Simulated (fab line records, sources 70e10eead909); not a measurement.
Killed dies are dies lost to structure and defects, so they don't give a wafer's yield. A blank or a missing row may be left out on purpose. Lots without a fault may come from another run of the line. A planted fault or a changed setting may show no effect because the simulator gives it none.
fab line records | flow nand_harc
record lots=7 wafers=21 last_day=33
route steps=1302 shown A_M1@1199 A_BONDPAD@1202 END@1302
lots that met no fault: from a run of the same line without faults
start_h: hours from the record's first day to the start of the lot's first wafer shown | wait_h: hours since the lot's step before | " the same as in the row above | L1.1+2: a row that stands for several wafers | - no value, or no start given | * or withheld: withheld | < > ~ a bound
route shown NAME@n: a module of which the file shows steps, and the number in the route of the first | usual: mean/standard deviation of fault-free wafers | same: alike in all rows | chamber/n: place in a boat | sites: the reading at each site | _std_site: their standard deviation | _edge_site: outer sites' mean less inner sites' | radius_mm: how far each site lies from the wafer's centre | mask NAME#n: copy n | behind: the tool/chamber that last shaped the wafer | hold: why the lot was held/for how many hours/how that ended | device: the transistor (n, p or np) that didn't switch | end of line: the same wafers' tests at the end of the route | a step without rows: its recipe alone | killed: dies lost to structure and defects at the first sort, not the wafer's yield | map: a wafer's dies, x killed, . not, _ none there
set.NAME: the setting as run; set.NAME@STEP: as run at that earlier step | model.NAME: the simulator's own value behind a step, which no gauge read
lots at some steps of the route; a table a step, a row a wafer
services: from which hour (start_h, from the record's first day; less than 0 if before it) a tool's chamber was out of use, for how many hours, and why
## steps
# step NHARC_A_M1_INSPECT_27
# usual raw_defect_count=559/120
# columns lot.wafer tool chamber start_h wait_h raw_defect_count
L873.1 defect_inspect-01 - 569.24 0.0 770
L873.4 " - " " 654
L873.5 " - " " 590
L874.2 defect_inspect-01 - 570.04 0.0 773
L874.3 " - " " 464
L874.6 " - " " 533
L887.1 defect_inspect-01 - 675.31 0.0 543
L887.3 " - " " 511
L887.6 " - " " 617
L886.4 defect_inspect-02 - 680.85 0.0 430
L886.5 " - " " 508
L886.6 " - " " 479
L888.1 defect_inspect-01 - 706.11 0.0 614
L888.3 " - " " 574
L888.6 " - " " 557
L890.3 defect_inspect-02 - 731.48 0.0 683
L890.5 " - " " 791
L890.6 " - " " 568
L892.1 defect_inspect-01 - 736.32 0.0 491
L892.3 " - " " 337
L892.5 " - " " 375
# step NHARC_A_M1_PRE_CLEAN_32
# recipe time_s=12 temp_c=370 rf_power_w=300 gas=NH3
# usual heater_power_w=577/84 susceptor_temp_C=370.02/0.22
# same time_s=12
# columns lot.wafer tool chamber start_h wait_h heater_power_w since_wet_clean_h susceptor_temp_C
L873.1 pecvd-03 0 569.32 0.1 551 9 370.18
L873.5 " 0 " " 558 - 370.07
L873.4 " 1 " " 775 - 370.15
L874.3 pecvd-01 0 570.11 0.1 681 65 370.09
L874.2 " 1 " " 577 65 369.86
L874.6 " 0 " " 672 - 370.13
L887.1 pecvd-03 1 675.40 0.1 804 115 369.91
L887.3 " 0 " " 636 115 369.43
L887.6 " 0 " " 625 - 370.06
L886.5 pecvd-03 0 680.95 0.1 604 - 370.14
L886.6 " 1 " " 720 - 369.67
L886.4 " 2 " " 636 - 370.19
L888.3 pecvd-02 0 706.18 0.1 543 103 369.97
L888.1 " 2 " " 491 103 370.20
L888.6 " 2 " " 480 - 370.31
L890.3 pecvd-02 0 731.56 0.1 572 129 370.17
L890.5 " 0 " " 580 - 370.20
L890.6 " 1 " " 463 - 369.70
L892.1 pecvd-02 2 736.39 0.1 461 134 369.62
L892.3 " 1 " " 486 134 369.77
L892.5 " 2 " " 476 - 369.96
# step NHARC_A_M1_DEP_33
# recipe target_thk_a=300 temp_c=370 target_thk_nm=30 pressure_torr=3 flow_sccm=200 rf_w=450 material=SiCN
# usual heater_power_w=527/82 susceptor_temp_C=370.02/0.22
# columns lot.wafer tool chamber start_h wait_h heater_power_w since_wet_clean_h susceptor_temp_C
L873.1 pecvd-03 0 569.43 0.1 536 9 369.84
L873.5 " 0 " " 530 - 369.79
L873.4 " 1 " " 707 - 370.19
L874.3 pecvd-01 0 570.19 0.1 588 65 369.85
L874.2 " 1 " " 566 65 370.42
L874.6 " 0 " " 578 - 370.08
L887.1 pecvd-03 1 675.48 0.1 630 115 370.31
L887.3 " 0 " " 597 115 369.80
L887.6 " 0 " " 611 - 369.74
L886.5 pecvd-03 0 681.12 0.2 495 - 370.29
L886.6 " 1 " " 687 - 369.88
L886.4 " 2 " " 593 - 369.71
L888.3 pecvd-02 0 706.26 0.1 460 104 370.38
L888.1 " 2 " " 399 104 370.23
L888.6 " 2 " " 388 - 370.35
L890.3 pecvd-02 0 731.67 0.1 502 129 369.93
L890.5 " 0 " " 493 - 369.56
L890.6 " 1 " " 498 - 370.02
L892.1 pecvd-02 2 736.47 0.1 418 134 370.19
L892.3 " 1 " " 457 134 369.83
L892.5 " 2 " " 404 - 369.80
# step NHARC_A_BONDPAD_DEP_00
# recipe target_thk_a=2500 temp_c=370 target_thk_nm=250 pressure_torr=3 flow_sccm=200 rf_w=450 material=SiCN
# usual heater_power_w=571/74 susceptor_temp_C=370.01/0.19
# columns lot.wafer tool chamber start_h wait_h heater_power_w since_wet_clean_h susceptor_temp_C
L873.1 pecvd-04 1 570.03 - 427 107 369.84
L873.5 " 2 " " 563 - 369.68
L873.4 " 0 " " 660 - 370.05
L874.3 pecvd-04 0 571.01 - 572 108 370.22
L874.2 " 1 " " 474 108 370.13
L874.6 " 0 " " 580 - 370.13
L887.1 pecvd-04 1 676.37 - 509 32 369.98
L887.3 " 2 " " 570 32 369.85
L887.6 " 0 " " 485 - 370.18
L886.5 pecvd-03 0 - - 560 - 370.16
L886.4 " 1 " " 679 - 370.05
L886.6 " 2 " " 529 - 370.24
L888.1 pecvd-03 0 706.81 - 548 147 370.11
L888.3 " 2 " " 596 147 370.28
L888.6 " 1 " " 711 - 369.67
L890.3 pecvd-04 0 732.27 - 497 88 370.03
L890.5 " 1 " " 439 - 370.06
L890.6 " 2 " " 485 - 370.45
L892.3 pecvd-04 0 737.02 - 581 93 369.78
L892.1 " 1 " " 524 93 369.92
L892.5 " 0 " " 596 - 369.92
# step NHARC_A_BONDPAD_CMP_29
# recipe target_thk_nm=200 material=SiCN
# usual motor_current_A=11.0/1.3
# columns lot.wafer tool chamber start_h wait_h motor_current_A
L873.4 cmp-03 0 570.34 - 10.6
L873.1 " 2 " " 9.7
L873.5 " 0 " " 11.0
L874.2 cmp-04 1 571.44 - 9.7
L874.3 " 2 " " 11.8
L874.6 " 0 " " 9.4
L887.3 cmp-04 2 676.75 - 10.8
L887.1 " 0 " " 10.2
L887.6 " 2 " " 11.1
L886.4 cmp-02 0 682.00 - 12.7
L886.5 " 2 " " 10.9
L886.6 " 3 " " 14.0
L888.3 cmp-03 2 707.21 - 10.1
L888.1 " 1 " " 13.3
L888.6 " 2 " " 9.8
L890.3 cmp-03 1 732.59 - 12.6
L890.5 " 1 " " 12.9
L890.6 " 2 " " 10.5
L892.1 cmp-03 2 737.45 - 10.2
L892.3 " 3 " " 10.4
L892.5 " 1 " " 12.9
# step NHARC_A_BONDPAD_THK_MEAS_30
# recipe thk_meas_gauge=ellipsometry
# usual thk_nm=199.9/1.4
# columns lot.wafer tool chamber start_h wait_h thk_nm
L873.1 film_metro-02 - 570.59 0.2 198.6
L873.4 " - " " 199.0
L873.5 " - " " 199.1
L874.2 film_metro-01 - 571.67 0.2 201.2
L874.3 " - " " 200.3
L874.6 " - " " 202.4
L887.1 film_metro-01 - 676.98 0.2 199.0
L887.3 " - " " 201.6
L887.6 " - " " 201.0
L886.4 film_metro-02 - 682.20 0.2 201.9
L886.5 " - " " 200.7
L886.6 " - " " 200.2
L888.1 film_metro-02 - 707.46 0.1 199.0
L888.3 " - " " 199.1
L888.6 " - " " 199.0
L890.3 film_metro-01 - 732.84 0.2 199.8
L890.5 " - " " 197.8
L890.6 " - " " 200.9
L892.1 film_metro-02 - 737.68 0.2 199.6
L892.3 " - " " 198.8
L892.5 " - " " 197.7
# step NHARC_A_BONDPAD_SRD_31
# step NHARC_A_BONDPAD_DEHYDRATE_01
# recipe temp_c=150 time_s=120
# step NHARC_A_BONDPAD_HMDS_02
# recipe time_s=30
# step NHARC_A_BONDPAD_COAT_33
# recipe temp_c=200 time_s=65
# step NHARC_A_BONDPAD_COAT_03
# recipe spin_rpm=2000 resist_thk_nm=600
# step NHARC_A_BONDPAD_SOFTBAKE_04
# recipe temp_c=125 time_s=70
# usual heater_power_total_W=200.8/1.2
# columns lot.wafer tool chamber start_h wait_h heater_power_total_W
L873.1 litho_track-03 0 570 - 202.4
L873.4 " 0 " " 201.7
L873.5 " 0 " " 199.1
L874.2 litho_track-07 0 571 - 199.1
L874.3 " 0 " " 201.0
L874.6 " 0 " " 199.7
L887.1 litho_track-03 0 677 - 199.3
L887.3 " 0 " " 210.8
L887.6 " 0 " " 201.5
L886.4 litho_track-03 0 682 - 210.4
L886.5 " 0 " " 199.2
L886.6 " 0 " " 200.6
L888.1 litho_track-03 0 707 - 200.4
L888.3 " 0 " " 212.3
L888.6 " 0 " " 200.5
L890.3 litho_track-07 0 732 - 201.9
L890.5 " 0 " " 199.5
L890.6 " 0 " " 199.8
L892.1 litho_track-05 0 737 - 199.4
L892.3 " 0 " " 202.5
L892.5 " 0 " " 199.4
# step NHARC_A_BONDPAD_EBR_05
# step NHARC_END_SORT_01
# recipe temp_c=25
# usual defect_limited_yield=91/3.1 killed_at_array=56/21 killed_at_other=1.2/1.6 killed_at_periphery=3.7/2.5 killed_dies=61/21 killed_open=3.1/1.8 killed_short=2.8/1.7
# same gross_dies=677
# columns lot.wafer tool chamber start_h wait_h defect_limited_yield[%] killed_at_array killed_at_other killed_at_periphery killed_dies killed_open killed_short
L874.2 prober-01 0 601.64 2.8 87 83 1 4 88 4 2
L874.3 prober-01 0 602.44 3.1 90 55 4 6 65 3 3
L874.6 prober-01 0 604.82 4.0 90 66 0 5 71 5 1
L873.1 prober-02 0 608.41 2.5 95 26 0 8 34 7 4
L873.4 prober-02 0 610.81 3.4 96 23 0 2 25 3 1
L873.5 prober-02 0 611.60 3.7 95 30 0 4 34 2 4
L887.1 prober-01 0 711.43 2.5 87 81 1 7 89 3 6
L887.3 prober-01 0 713.03 3.1 89 65 0 8 73 3 4
L887.6 prober-01 0 715.44 4.0 87 77 2 7 86 1 3
L886.4 prober-02 0 713.81 3.4 93 39 0 8 47 4 4
L886.5 prober-02 0 714.62 3.7 93 39 1 7 47 2 4
L886.6 prober-02 0 715.42 4.0 95 23 0 9 32 4 4
L888.1 prober-01 0 738.78 2.5 91 59 0 5 64 3 1
L888.3 prober-01 0 740.40 3.1 90 65 3 1 69 0 3
L888.6 prober-01 0 742.83 4.0 92 47 1 5 53 7 4
L892.1 prober-02 0 780.19 2.5 92 47 0 6 53 2 2
L892.3 prober-02 0 781.79 3.1 92 43 1 7 51 2 6
L892.5 prober-02 0 783.40 3.7 93 42 0 4 46 3 3
# killed by level:class
L874.2 A_CHANNEL_HOLE_D1:chamber_film_flake=40 A_CHANNEL_HOLE_D2:chamber_film_flake=28 A_SLIT:chamber_film_flake=5 A_STAIRCASE:chamber_film_flake=4 P_M1:geometric_particle:open=3 P_GATE:geometric_particle:short=1 A_ONON_D1:geometric_particle:open=1 A_CHANNEL_FILL_D1:geometric_particle:short=1
L874.3 A_CHANNEL_HOLE_D1:chamber_film_flake=32 A_CHANNEL_HOLE_D2:chamber_film_flake=18 THIN_TSV:chamber_film_flake=4 P_ZERO_WELL:chamber_film_flake=2 P_STI:geometric_particle:open=1 P_GATE:geometric_particle:short=1 P_M0:geometric_particle:short=1 A_CHANNEL_HOLE_D1:geometric_particle:short=1
L874.6 A_CHANNEL_HOLE_D2:chamber_film_flake=31 A_CHANNEL_HOLE_D1:chamber_film_flake=28 P_M0:geometric_particle:open=3 A_DECK1_JOINT:chamber_film_flake=2 A_CONTACT:chamber_film_flake=2 P_GATE:geometric_particle:open=1 A_CHANNEL_HOLE_D1:geometric_particle:open=1 A_SGD_CUT:geometric_particle:short=1
L873.1 A_CHANNEL_HOLE_D2:chamber_film_flake=9 A_STAIRCASE:chamber_film_flake=6 A_CHANNEL_HOLE_D1:chamber_film_flake=3 P_GATE:geometric_particle:short=2 P_M0:geometric_particle:open=2 A_CHANNEL_FILL_D1:geometric_particle:open=2 P_BONDPAD:chamber_film_flake=2 P_GATE:geometric_particle:open=1
L873.4 A_STAIRCASE:chamber_film_flake=8 A_CHANNEL_HOLE_D2:chamber_film_flake=6 A_CHANNEL_HOLE_D1:chamber_film_flake=4 A_CONTACT:chamber_film_flake=2 P_M0:geometric_particle:open=1 A_ONON_D1:geometric_particle:open=1 A_DECK1_JOINT:geometric_particle:open=1 A_CONTACT:geometric_particle:short=1
L873.5 A_CHANNEL_HOLE_D2:chamber_film_flake=11 A_STAIRCASE:chamber_film_flake=7 A_CONTACT:chamber_film_flake=4 A_SLIT:chamber_film_flake=2 P_M0:geometric_particle:open=1 P_M0:geometric_particle:short=1 A_ONON_D1:geometric_particle:short=1 A_CHANNEL_FILL_D1:geometric_particle:short=1
L887.1 A_CHANNEL_HOLE_D1:chamber_film_flake=34 A_SLIT:chamber_film_flake=26 A_CHANNEL_HOLE_D2:chamber_film_flake=11 P_STI:chamber_film_flake=3 A_CHANNEL_FILL_D1:geometric_particle:short=2 A_STAIRCASE:chamber_film_flake=2 P_CONTACT:geometric_particle:open=1 P_M0:geometric_particle:open=1
L887.3 A_SLIT:chamber_film_flake=26 A_CHANNEL_HOLE_D1:chamber_film_flake=23 A_CHANNEL_HOLE_D2:chamber_film_flake=7 P_M1:chamber_film_flake=4 A_STAIRCASE:chamber_film_flake=3 A_CHANNEL_FILL_D1:geometric_particle:short=2 P_STI:geometric_particle:short=1 P_CONTACT:geometric_particle:short=1
L886.4 A_CHANNEL_HOLE_D1:chamber_film_flake=12 A_CONTACT:chamber_film_flake=10 P_CONTACT:chamber_film_flake=6 A_SLIT:chamber_film_flake=5 A_STAIRCASE:chamber_film_flake=2 A_CHANNEL_FILL_D1:geometric_particle:short=1 A_DECK1_JOINT:geometric_particle:open=1 A_CHANNEL_HOLE_D2:geometric_particle:open=1
L886.5 A_CHANNEL_HOLE_D1:chamber_film_flake=11 A_CONTACT:chamber_film_flake=9 A_SLIT:chamber_film_flake=7 P_CONTACT:chamber_film_flake=6 A_CHANNEL_FILL_D2:geometric_particle:short=2 A_STAIRCASE:chamber_film_flake=2 A_M1:chamber_film_flake=2 A_ONON_D1:geometric_particle:short=1
L886.6 A_CHANNEL_HOLE_D1:chamber_film_flake=9 P_CONTACT:chamber_film_flake=8 A_CONTACT:chamber_film_flake=5 A_CHANNEL_FILL_D2:geometric_particle:short=2 P_GATE:geometric_particle:open=1 A_SOURCE_PLATE:geometric_particle:short=1 A_ONON_D1:geometric_particle:short=1 A_DECK1_JOINT:geometric_particle:open=1
L887.6 A_CHANNEL_HOLE_D1:chamber_film_flake=38 A_SLIT:chamber_film_flake=20 A_CHANNEL_HOLE_D2:chamber_film_flake=15 P_M1:chamber_film_flake=3 P_STI:chamber_film_flake=2 THIN_TSV:chamber_film_flake=2 P_CONTACT:geometric_particle:short=1 P_M0:geometric_particle:short=1
L888.1 A_SLIT:chamber_film_flake=29 A_CHANNEL_HOLE_D1:chamber_film_flake=5 A_M1:chamber_film_flake=4 A_SGD_CUT:chamber_film_flake=4 A_DECK1_JOINT:chamber_film_flake=3 A_STAIRCASE:chamber_film_flake=3 P_M1:chamber_film_flake=2 A_ZERO_WELL:chamber_film_flake=2
L888.3 A_SLIT:chamber_film_flake=41 A_CHANNEL_HOLE_D1:chamber_film_flake=14 A_CONTACT:chamber_film_flake=4 THIN_TSV:chamber_film_flake=2 A_DECK1_JOINT:geometric_particle:short=1 A_M0:geometric_particle:short=1 STARTING-WAFER:geometric_particle:short=1 P_ZERO_WELL:chamber_film_flake=1
L888.6 A_SLIT:chamber_film_flake=25 A_CHANNEL_HOLE_D1:chamber_film_flake=7 A_CONTACT:chamber_film_flake=4 A_CHANNEL_FILL_D1:geometric_particle:open=2 P_BONDPAD:chamber_film_flake=2 P_GATE:geometric_particle:open=1 P_M0:geometric_particle:open=1 A_ONON_D1:geometric_particle:short=1
L892.1 A_CHANNEL_HOLE_D1:chamber_film_flake=18 A_SLIT:chamber_film_flake=13 P_CONTACT:chamber_film_flake=6 A_STAIRCASE:chamber_film_flake=4 A_CONTACT:chamber_film_flake=4 A_WL_FILL:chamber_film_flake=2 A_DECK1_JOINT:geometric_particle:open=1 A_CHANNEL_FILL_D2:geometric_particle:open=1
L892.3 A_CHANNEL_HOLE_D1:chamber_film_flake=19 A_SLIT:chamber_film_flake=9 A_CHANNEL_FILL_D1:geometric_particle:short=3 P_GATE:chamber_film_flake=3 P_CONTACT:chamber_film_flake=3 A_CONTACT:chamber_film_flake=3 A_ONON_D1:geometric_particle:short=2 A_CHANNEL_FILL_D1:chamber_film_flake=2
L892.5 A_CHANNEL_HOLE_D1:chamber_film_flake=14 A_SLIT:chamber_film_flake=9 A_CONTACT:chamber_film_flake=7 A_WL_FILL:chamber_film_flake=4 A_ONON_D2:geometric_particle:short=2 P_GATE:chamber_film_flake=2 A_STAIRCASE:chamber_film_flake=2 P_CONTACT:geometric_particle:open=1
## services
# columns tool chamber start_h hours kind
pecvd-03 - 547.35 13.0 pm
pecvd-03 0 547.35 13.0 vent_cycle
cmp-03 - 554.17 4.0 pm
pecvd-03 0 588.85 17.7 repair
pecvd-02 - 589.71 13.0 pm
cmp-04 - 596.94 1.1 repair
cmp-02 - 599.11 1.4 repair
litho_track-07 - 601.00 7.0 pm
cmp-04 - 601.33 4.0 pm
cmp-04 - 616.70 0.9 repair
cmp-02 - 624.58 4.0 pm
litho_track-03 - 625.00 7.0 pm
pecvd-04 - 631.21 13.0 pm
cmp-04 - 631.40 0.9 repair
cmp-04 - 642.85 0.4 repair
litho_track-05 - 649.00 7.0 pm
cmp-03 - 652.17 4.0 pm
pecvd-04 0 664.99 2.0 repair
pecvd-01 - 673.00 13.0 pm
cmp-04 - 683.49 2.2 repair
cmp-02 - 697.05 0.7 repair
cmp-04 - 699.33 4.0 pm
cmp-02 - 722.60 4.0 pm
pecvd-03 - 728.35 13.0 pm
## key
first_sign step=NHARC_A_BONDPAD_SOFTBAKE_04 reading=heater_power_total_W direction=up sigmas=8.7 usual=* struck=*
effect none on later readings
met_at NHARC_A_BONDPAD_SOFTBAKE_04
struck_wafers L886.4,L887.3,L888.3
onset_between 570 677
fault kind=process_parameter_drift tool=litho_track-03 chamber=- onset_h=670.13 steps=NHARC_A_BONDPAD_SOFTBAKE_04 channel=time_s offset=* shape=step end_h=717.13 scope=struck_wafers_only acts_in=* stated=*
